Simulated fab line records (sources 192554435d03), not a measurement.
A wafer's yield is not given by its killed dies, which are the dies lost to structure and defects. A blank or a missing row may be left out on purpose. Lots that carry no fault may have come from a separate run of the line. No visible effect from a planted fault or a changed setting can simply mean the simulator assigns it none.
Struck lot and sound lot, side by side | flow n5 finfet | 33 steps out of a route of 1938
Sound: these wafers, L659.2, L659.3, L659.6. Struck: wafer L656.4 (left out: L656.1, L656.3 of the same lot, which were not struck); the cause appears at the end.
Each step with rows lists, per side, the tool, then ch with its chambers, then its first start. Under that, the readings that differ: sound wafers | struck wafers | difference of the means | sigmas: that difference in standard deviations of wafers without a fault.
alike: a reading whose means differ by less than 2 such deviations, as well as words and numbers matching on both sides. not compared: withheld readings; readings where some wafer has no value; bounds like >300 that might hide an equal value; numbers whose values overlap and for which the record gives no deviation.
The two part at a step that has a row with sigmas, a row that says differs or no value, or rows on one side only. When numbers do not overlap yet have no deviation, they are printed without sigmas and do not part them. A reading missing from all wafers of one side parts the sides only when that side holds two or more wafers.

first, 8 steps without rows for these wafers: N5_BEOL_M9_COAT_59 (time 60 s, resist thk 100 nm); N5_BEOL_M9_COAT_60 (time 60 s, resist thk 30 nm); N5_BEOL_M9_COAT_05 (resist thk 90 nm); N5_BEOL_M9_EBR_07; N5_BEOL_M9_SOFTBAKE_06 (time 60 s); N5_BEOL_M9_EXPOSE_08 (exposes mask M9); N5_BEOL_M9_PEB_09 (peb time 60 s); N5_BEOL_M9_DEVELOP_10 (develop time 30 s).
N5_BEOL_M9_CD_MEAS_11: the cd target is 64.1 nm.
  sound on cd sem-01 ch 0, day 13 15:19; struck on cd sem-03 ch 0, day 12 13:59
  alike: cd nm
N5_BEOL_M9_OVL_MEAS_12:
  sound on overlay-01 ch 0, day 13 15:20; struck on overlay-02 ch 0, day 12 14:01
  alike: M9_OVL
N5_BEOL_M9_INSPECT_13: inspects for defects (brightfield).
  sound: defect inspect-01 at day 13 15:22; struck: defect inspect-01 at day 12 14:02
  alike: raw defect count
N5_BEOL_M9_DESCUM_16: chemistry O2, time 7.9 s.
  sound on rie diel-02 ch 2,3, day 13 15:23; struck on rie diel-05 ch 3, day 12 14:05
  alike: drypump motor current A, oes product au, rf vpp V, showerhead plenum p Torr, throttle valve pct
  not compared: rf hours counter h
N5_BEOL_M9_ETCH_61: etches SiARC in CF4, target depth 39 nm, time 65 s.
  sound on rie diel-02 ch 2,3, day 13 15:26; struck on rie diel-05 ch 3, day 12 14:07
  alike: drypump motor current A, etch rf on time s, oes product au, rf vpp V, showerhead plenum p Torr, throttle valve pct
  not compared: rf hours counter h
then, 2 steps without rows for these wafers: N5_BEOL_M9_ETCH_62 (etches SOC in N2/H2, target depth 110 nm, overetch 22 nm, time 165 s); N5_BEOL_M9_STRIP_68 (strips in N2/H2).
N5_BEOL_M9_STRIP_67: strips in CF4.
  sound on rie diel-02 ch 2,3, day 13 15:37; struck on rie diel-05 ch 3, day 12 14:19
  alike: drypump motor current A, oes product au, rf vpp V, showerhead plenum p Torr, throttle valve pct
  not compared: rf hours counter h
N5_BEOL_M9_HM_OPEN_17: chemistry Cl2/BCl3, target TiN, target depth 20 nm, overetch 6 nm.
  sound on rie metal-02 ch 0,1, day 13 15:44; struck on rie metal-03 ch 1, day 12 14:21
  alike: drypump motor current A, oes product au, throttle valve pct
  not compared: rf hours counter h
N5_BEOL_M9_STRIP_19: strips in O2.
  sound on rie diel-06 ch 0,1,3, day 13 15:50; struck on rie diel-05 ch 3, day 12 14:28
  reading      | sound       | struck | difference | sigmas
  rf vpp V (V) | 3.0 2.8 3.2 | 4.5    | +1.5       | +2
  alike: drypump motor current A, oes product au, showerhead plenum p Torr, throttle valve pct
  not compared: rf hours counter h
N5_BEOL_M9_CD_MEAS_18: pitch 140 nm, target cd 70 nm.
  sound: cd sem-02 at day 13 15:55; struck: cd sem-03 at day 12 14:32
  alike: cd nm
then, 9 steps without rows for these wafers: N5_BEOL_M9_COAT_63 (time 60 s, resist thk 60 nm); N5_BEOL_M9_COAT_64 (time 60 s, resist thk 12 nm); N5_BEOL_M9_COAT_75 (time 60 s, resist thk 5 nm); N5_BEOL_M9_COAT_22 (resist thk 30 nm); N5_BEOL_M9_EBR_24; N5_BEOL_M9_SOFTBAKE_23 (time 60 s); N5_BEOL_M9_EXPOSE_25 (exposes mask V8); N5_BEOL_M9_PEB_26 (peb time 60 s); N5_BEOL_M9_DEVELOP_27 (develop time 30 s).
N5_BEOL_M9_CD_MEAS_28: the cd target is 70 nm.
  sound on cd sem-01 ch 0, day 13 17:38; struck on cd sem-02 ch 0, day 12 15:04
  reading    | sound             | struck | difference | sigmas
  cd nm (nm) | 69.78 69.64 69.51 | 70.14  | +0.50      | +2
N5_BEOL_M9_OVL_MEAS_29:
  sound on overlay-02 ch 0, day 13 17:41; struck on overlay-02 ch 0, day 12 15:06
  alike: V8_OVL
N5_BEOL_M9_INSPECT_30: inspects for defects (brightfield).
  sound: defect inspect-02 at day 13 17:44; struck: defect inspect-01 at day 12 15:10
  reading          | sound       | struck | difference | sigmas
  raw defect count | 349 381 336 | 881    | +526       | +6
N5_BEOL_M9_DESCUM_33: chemistry O2, time 7 s.
  sound on rie diel-06 ch 2,3, day 13 17:46; struck on rie diel-05 ch 0, day 12 15:11
  alike: drypump motor current A, oes product au, rf vpp V, showerhead plenum p Torr, throttle valve pct
  not compared: rf hours counter h
-- record jumps: 3 days separate the struck wafers' starts on either side; left off in module BEOL_M9, taken up again in module PASSIVATION, whose first shown step is the route's number 1936 --
N5_PASSIVATION_PROBE_49:
  sound: prober-02 at day 16 11:13; struck: prober-01 at day 15 10:19
  reading                  | sound          | struck | difference | sigmas
  defect limited yield (%) | 90.6 90.7 89.8 | 82.7   | -7.7       | -5
  killed_at_M0_to_M3       | 50 39 33       | 14     | -27        | -3
  killed_at_M4_up          | 8 14 12        | 131    | +120       | +23
  killed at contacts       | 17 24 25       | 3      | -19        | -3
  killed at other          | 0 0 2          | 8      | +7         | +3
  killed dies              | 111 110 120    | 204    | +90        | +5
  sort_bin_5_function (%)  | 5.5 5.7 5.6    | 10.5   | +4.9       | +5
  sort n pass              | 1069 1070 1060 | 976    | -90        | -5
  sort yield pct (%)       | 90.6 90.7 89.8 | 82.7   | -7.7       | -5
  alike: killed at front end, killed open, killed short, sort_bin_6_memory

## WHERE THEY PART
First at N5_BEOL_M9_STRIP_19; last, within this record, at N5_PASSIVATION_PROBE_49.

WHY: what the simulator had put in
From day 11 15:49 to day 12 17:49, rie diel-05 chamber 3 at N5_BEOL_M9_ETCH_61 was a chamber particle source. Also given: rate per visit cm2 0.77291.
